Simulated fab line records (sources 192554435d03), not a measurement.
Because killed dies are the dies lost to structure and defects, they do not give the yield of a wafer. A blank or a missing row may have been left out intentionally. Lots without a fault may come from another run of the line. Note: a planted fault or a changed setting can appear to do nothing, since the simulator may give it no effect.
Which of the tools did it? :: flow n5-finfet :: 10 lots, 29 wafers sampled, at 5 steps of a route of 1938

WHAT THE GAUGES SHOWED, per wafer
N5_BEOL_M2_CD_MEAS_11: the cd target is 16.79 nm. Usual: 16.86 nm for cd-nm, sd 0.28.
lot: L163
measured: day 7 17:49
on: cd-sem-02
cd-nm (nm): 17.05 16.45 16.86
flag: 

lot: L167
measured: day 7 22:45
on: cd-sem-01
cd-nm (nm): 16.41 16.69 16.98
flag: 

lot: L165
measured: day 7 23:05
on: cd-sem-01
cd-nm (nm): 17.20 17.09 17.31
flag: 

lot: L166
measured: day 8 02:34
on: cd-sem-01
cd-nm (nm): 16.99 16.37 16.75
flag: 

lot: L169
measured: day 8 04:57
on: cd-sem-03
cd-nm (nm): 16.90 16.66 16.81
flag: 

lot: L170
measured: day 8 07:37
on: cd-sem-03
cd-nm (nm): 17.49 16.99 17.19
flag: 

lot: L183
measured: day 11 13:53
on: cd-sem-02
cd-nm (nm): 17.28 16.88 17.08
flag: 

lot: L185
measured: day 11 22:40
on: cd-sem-01
cd-nm (nm): 16.32 16.66
flag: 

lot: L184
measured: day 12 10:46
on: cd-sem-02
cd-nm (nm): 16.95 16.86 16.83
flag: 

lot: L186
measured: day 12 16:35
on: cd-sem-03
cd-nm (nm): 16.76 17.23 16.96
flag: 

N5_BEOL_M2_INSPECT_13: inspects for defects (brightfield). Usual: 444 for raw-defect-count, sd 110.
lot: L163
measured: day 7 17:54
on: defect-inspect-02
raw-defect-count: 414 386 371
flag: 

lot: L167
measured: day 7 22:50
on: defect-inspect-01
raw-defect-count: 460 439 410
flag: 

lot: L165
measured: day 7 23:11
on: defect-inspect-02
raw-defect-count: 375 364 380
flag: 

lot: L166
measured: day 8 02:39
on: defect-inspect-02
raw-defect-count: 334 516 458
flag: 

lot: L169
measured: day 8 05:02
on: defect-inspect-02
raw-defect-count: 655 426 558
flag: 

lot: L170
measured: day 8 07:43
on: defect-inspect-02
raw-defect-count: 624 395 529
flag: 

lot: L183
measured: day 11 13:58
on: defect-inspect-01
raw-defect-count: 535 524 698
flag: 

lot: L185
measured: day 11 22:45
on: defect-inspect-01
raw-defect-count: 443 489
flag: 

lot: L184
measured: day 12 10:52
on: defect-inspect-02
raw-defect-count: 424 358 394
flag: 

lot: L186
measured: day 12 16:41
on: defect-inspect-02
raw-defect-count: 330 303 396
flag: 

N5_BEOL_M4_RC_MEAS_101. Usual: DIBL_N 36.6 mV/V, standard deviation 2.1; DIBL_P 36.5 mV/V, standard deviation 2.7; IOFF_N 0.17 nA/um, standard deviation 0.043; IOFF_P 0.22 nA/um, standard deviation 0.045; ION_N 674 uA/um, standard deviation 17; ION_P 461 uA/um, standard deviation 9.9; SS_N 71.7 mV/dec, standard deviation 0.79; SS_P 73.4 mV/dec, standard deviation 0.79; VT_N 249 mV, standard deviation 4; VT_P -250 mV, standard deviation 3.3.
lot: L163
measured: day 8 20:52
on: prober-01
DIBL_N (mV/V): 33.1 34.9 38.3
DIBL_P (mV/V): 33.5 36.1 39.8
IOFF_N (nA/um): 0.10 0.14 0.22
IOFF_P (nA/um): 0.14 0.18 0.24
ION_N (uA/um): 647 658 696
ION_P (uA/um): 443 454 469
SS_N (mV/dec): 70.5 71.3 72.1
SS_P (mV/dec): 71.6 73.0 73.2
VT_N (mV): 258 252 244
VT_P (mV): -256 -254 -251
flag: 

lot: L167
measured: day 9 02:46
on: prober-01
DIBL_N (mV/V): 39.7 36.1 35.1
DIBL_P (mV/V): 39.8 32.2 33.3
IOFF_N (nA/um): 0.19 0.13 0.12
IOFF_P (nA/um): 0.27 0.15 0.17
ION_N (uA/um): 657 644 645
ION_P (uA/um): 452 439 449
SS_N (mV/dec): 71.8 70.9 70.6
SS_P (mV/dec): 75.0 72.2 72.6
VT_N (mV): 249 254 254
VT_P (mV): -248 -255 -255
flag: 

lot: L165
measured: day 9 02:56
on: prober-02
DIBL_N (mV/V): 40.5 37.7 38.3
DIBL_P (mV/V): 39.4 35.1 37.4
IOFF_N (nA/um): 0.23 0.17 0.20
IOFF_P (nA/um): 0.26 0.19 0.23
ION_N (uA/um): 695 676 693
ION_P (uA/um): 463 454 464
SS_N (mV/dec): 73.2 72.8 72.4
SS_P (mV/dec): 74.4 73.9 73.9
VT_N (mV): 247 250 248
VT_P (mV): -250 -254 -248
flag: 

lot: L166
measured: day 9 08:06
on: prober-02
DIBL_N (mV/V): 34.9 35.6 36.0
DIBL_P (mV/V): 34.8 34.2 34.3
IOFF_N (nA/um): 0.16 0.17 0.17
IOFF_P (nA/um): 0.26 0.25 0.25
ION_N (uA/um): 695 653 679
ION_P (uA/um): 487 460 465
SS_N (mV/dec): 71.3 71.6 71.9
SS_P (mV/dec): 72.6 73.1 73.2
VT_N (mV): 249 250 248
VT_P (mV): -244 -245 -246
flag: 

lot: L169
measured: day 9 16:56
on: prober-02
DIBL_N (mV/V): 39.1 41.6 41.1
DIBL_P (mV/V): 38.8 42.6 42.1
IOFF_N (nA/um): 0.20 0.28 0.23
IOFF_P (nA/um): 0.23 0.30 0.28
ION_N (uA/um): 668 695 702
ION_P (uA/um): 454 467 472
SS_N (mV/dec): 72.6 72.6 72.1
SS_P (mV/dec): 73.9 74.9 74.9
VT_N (mV): 249 243 247
VT_P (mV): -251 -248 -249
flag: 

lot: L170
measured: day 9 17:14
on: prober-01
DIBL_N (mV/V): 35.3 32.8 32.1
DIBL_P (mV/V): 37.4 33.5 33.0
IOFF_N (nA/um): 0.13 0.10 0.10
IOFF_P (nA/um): 0.21 0.16 0.15
ION_N (uA/um): 659 664 662
ION_P (uA/um): 456 462 459
SS_N (mV/dec): 71.8 70.7 71.0
SS_P (mV/dec): 73.9 72.6 72.1
VT_N (mV): 252 256 257
VT_P (mV): -251 -254 -254
flag: 

lot: L183
measured: day 12 20:22
on: prober-02
DIBL_N (mV/V): 35.6 35.8 37.1
DIBL_P (mV/V): 35.6 36.1 37.1
IOFF_N (nA/um): 0.15 0.16 0.19
IOFF_P (nA/um): 0.19 0.19 0.22
ION_N (uA/um): 665 681 673
ION_P (uA/um): 447 456 449
SS_N (mV/dec): 71.4 71.3 72.3
SS_P (mV/dec): 73.5 73.6 73.9
VT_N (mV): 252 250 246
VT_P (mV): -254 -254 -253
flag: 

lot: L185
measured: day 15 04:58
on: prober-02
DIBL_N (mV/V): 34.8 33.9
DIBL_P (mV/V): 32.7 32.3
IOFF_N (nA/um): 0.12 0.10
IOFF_P (nA/um): 0.14 0.14
ION_N (uA/um): 672 645
ION_P (uA/um): 456 446
SS_N (mV/dec): 70.9 70.4
SS_P (mV/dec): 72.0 72.4
VT_N (mV): 254 257
VT_P (mV): -254 -256
flag: 

lot: L184
measured: day 14 02:22
on: prober-02
DIBL_N (mV/V): 36.5 40.9 36.9
DIBL_P (mV/V): 38.2 43.3 38.2
IOFF_N (nA/um): 0.16 0.30 0.18
IOFF_P (nA/um): 0.23 0.37 0.23
ION_N (uA/um): 661 712 682
ION_P (uA/um): 455 483 462
SS_N (mV/dec): 71.5 72.4 71.4
SS_P (mV/dec): 74.0 75.4 74.2
VT_N (mV): 251 240 247
VT_P (mV): -251 -245 -251
flag: 

lot: L186
measured: day 14 08:18
on: prober-02
DIBL_N (mV/V): 38.0 37.7 35.5
DIBL_P (mV/V): 35.3 35.8 33.8
IOFF_N (nA/um): 0.19 0.16 0.14
IOFF_P (nA/um): 0.20 0.20 0.17
ION_N (uA/um): 693 654 680
ION_P (uA/um): 467 445 472
SS_N (mV/dec): 72.9 71.8 71.3
SS_P (mV/dec): 73.4 73.4 73.6
VT_N (mV): 246 251 251
VT_P (mV): -252 -252 -252
flag: 

WHICH TOOL RAN EACH LOT (tool, then ch and the chambers of the sampled wafers, then the start)
lot: L163
N5_BEOL_M1_SPUTTER_86: pvd-sputter-01, day 7 13:50
N5_BEOL_M2_COAT_61: litho-track-02 ch 0, day 7 17:25

lot: L167
N5_BEOL_M1_SPUTTER_86: pvd-sputter-03, day 7 18:58
N5_BEOL_M2_COAT_61: litho-track-04 ch 0, day 7 22:22

lot: L165
N5_BEOL_M1_SPUTTER_86: pvd-sputter-01, day 7 19:32
N5_BEOL_M2_COAT_61: litho-track-02 ch 0, day 7 22:42

lot: L166
N5_BEOL_M1_SPUTTER_86: pvd-sputter-02, day 7 22:37
N5_BEOL_M2_COAT_61: litho-track-04 ch 0, day 8 02:10

lot: L169
N5_BEOL_M1_SPUTTER_86: pvd-sputter-01, day 8 01:49
N5_BEOL_M2_COAT_61: litho-track-02 ch 0, day 8 04:34

lot: L170
N5_BEOL_M1_SPUTTER_86: pvd-sputter-02, day 8 03:28
N5_BEOL_M2_COAT_61: litho-track-02 ch 0, day 8 07:21

lot: L183
N5_BEOL_M1_SPUTTER_86: pvd-sputter-03, day 11 10:56
N5_BEOL_M2_COAT_61: litho-track-03 ch 0, day 11 13:29

lot: L185
N5_BEOL_M1_SPUTTER_86: pvd-sputter-02, day 11 17:43
N5_BEOL_M2_COAT_61: litho-track-04 ch 0, day 11 22:23

lot: L184
N5_BEOL_M1_SPUTTER_86: pvd-sputter-02, day 12 01:19
N5_BEOL_M2_COAT_61: litho-track-03 ch 0, day 12 04:40

lot: L186
N5_BEOL_M1_SPUTTER_86: pvd-sputter-02, day 12 09:57
N5_BEOL_M2_COAT_61: litho-track-03 ch 0, day 12 16:19
- N5_BEOL_M1_SPUTTER_86: material Cu, target thk 4.5 nm, time 8.29 s.
- N5_BEOL_M2_COAT_61: time 60 s, resist thk 60 nm.

AS READ BY THE TOOLS THEMSELVES (means over the sampled wafers that have a number; for cases with no such wafer, the mark the record gives instead)
N5_BEOL_M1_SPUTTER_86. Usual: chamber-pressure-pa 0.06999 Pa, standard deviation 0.00014; throttle-valve-pct 30.1 %, standard deviation 0.9.
lot: L163
tool: pvd-sputter-01
chamber-pressure-pa (Pa): 0.06998
throttle-valve-pct (%): 29.4
flag: 

lot: L167
tool: pvd-sputter-03
chamber-pressure-pa (Pa): 0.07011
throttle-valve-pct (%): 30.9
flag: 

lot: L165
tool: pvd-sputter-01
chamber-pressure-pa (Pa): 0.07004
throttle-valve-pct (%): 29.4
flag: 

lot: L166
tool: pvd-sputter-02
chamber-pressure-pa (Pa): 0.06993
throttle-valve-pct (%): 30.1
flag: 

lot: L169
tool: pvd-sputter-01
chamber-pressure-pa (Pa): 0.06999
throttle-valve-pct (%): 30.0
flag: 

lot: L170
tool: pvd-sputter-02
chamber-pressure-pa (Pa): 0.06998
throttle-valve-pct (%): 30.4
flag: 

lot: L183
tool: pvd-sputter-03
chamber-pressure-pa (Pa): 0.07008
throttle-valve-pct (%): 31.6
flag: 

lot: L185
tool: pvd-sputter-02
chamber-pressure-pa (Pa): 0.07014
throttle-valve-pct (%): 30.2
flag: 

lot: L184
tool: pvd-sputter-02
chamber-pressure-pa (Pa): 0.06999
throttle-valve-pct (%): 30.2
flag: 

lot: L186
tool: pvd-sputter-02
chamber-pressure-pa (Pa): 0.07007
throttle-valve-pct (%): 30.1
flag: 

N5_BEOL_M2_COAT_61. Usual: chill-plate-temp-C 22.99 C, standard deviation 0.11; exhaust-pa 45.1 Pa, standard deviation 1; heater-power-total-W 500.6 W, standard deviation 1.8; plate-temp-C 249.98 C, standard deviation 0.17.
lot: L163
tool: litho-track-02
chill-plate-temp-C (C): 23.11
exhaust-pa (Pa): 45.3
heater-power-total-W (W): 500.9
plate-temp-C (C): 249.85
flag: 

lot: L167
tool: litho-track-04
chill-plate-temp-C (C): 22.92
exhaust-pa (Pa): 44.4
heater-power-total-W (W): 499.7
plate-temp-C (C): 249.96
flag: 

lot: L165
tool: litho-track-02
chill-plate-temp-C (C): 23.12
exhaust-pa (Pa): 46.8
heater-power-total-W (W): 500.7
plate-temp-C (C): 250.17
flag: 

lot: L166
tool: litho-track-04
chill-plate-temp-C (C): 23.09
exhaust-pa (Pa): 46.4
heater-power-total-W (W): 500.3
plate-temp-C (C): 250.06
flag: 

lot: L169
tool: litho-track-02
chill-plate-temp-C (C): 23.01
exhaust-pa (Pa): 46.0
heater-power-total-W (W): 456.1
plate-temp-C (C): 231.08
flag: OFF

lot: L170
tool: litho-track-02
chill-plate-temp-C (C): 22.97
exhaust-pa (Pa): 45.2
heater-power-total-W (W): 454.6
plate-temp-C (C): 231.04
flag: OFF

lot: L183
tool: litho-track-03
chill-plate-temp-C (C): 23.12
exhaust-pa (Pa): 45.0
heater-power-total-W (W): 499.3
plate-temp-C (C): 249.86
flag: 

lot: L185
tool: litho-track-04
chill-plate-temp-C (C): 23.02
exhaust-pa (Pa): 46.3
heater-power-total-W (W): 500.2
plate-temp-C (C): 250.00
flag: 

lot: L184
tool: litho-track-03
chill-plate-temp-C (C): 22.99
exhaust-pa (Pa): 44.1
heater-power-total-W (W): 501.6
plate-temp-C (C): 249.94
flag: 

lot: L186
tool: litho-track-03
chill-plate-temp-C (C): 22.93
exhaust-pa (Pa): 45.1
heater-power-total-W (W): 501.1
plate-temp-C (C): 249.73
flag: 

THE ANSWER, worked out from the rows above alone
Rule: a lot counts as off when the mean over its wafers that have a number is more than 3 standard deviations away from the usual mean. Also off: a lot with no number at a reading for which 4 or more lots have one. All remaining lots with rows at the step are treated as sound. After the gauges, taken in route order, come the tools' own readings; for these a lot's mean is taken, as printed above. At the first step where some lot is off, the reading lying furthest off is the one used; lots without a number count as furthest.
Off: L169, L170, at N5_BEOL_M2_COAT_61 (plate-temp-C).
If a tool, at that step or one of the process steps before it, ran each lot that is off and ran no sound lot following the first of them, it fits. One fits: litho-track-02 at N5_BEOL_M2_COAT_61. A fault onset in the window from L165 (day 7 22:42, its last sound lot) to L169 (day 8 04:34, its first lot off) fits.
The tool's own readings at N5_BEOL_M2_COAT_61 bear it out: on the lots that are off they differ by more than 5 times the standard deviation of the sound lots' means. heater-power-total-W reads 455.4 W there against 500.5 W on the sound lots; plate-temp-C reads 231.06 C there against 249.95 C on the sound lots.

WHAT HAD BEEN PUT IN BY THE SIMULATOR
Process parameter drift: litho-track-02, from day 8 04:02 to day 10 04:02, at N5_BEOL_M2_COAT_61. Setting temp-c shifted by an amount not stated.
Lots struck among those shown: L169, L170. Same finding as the rule above.
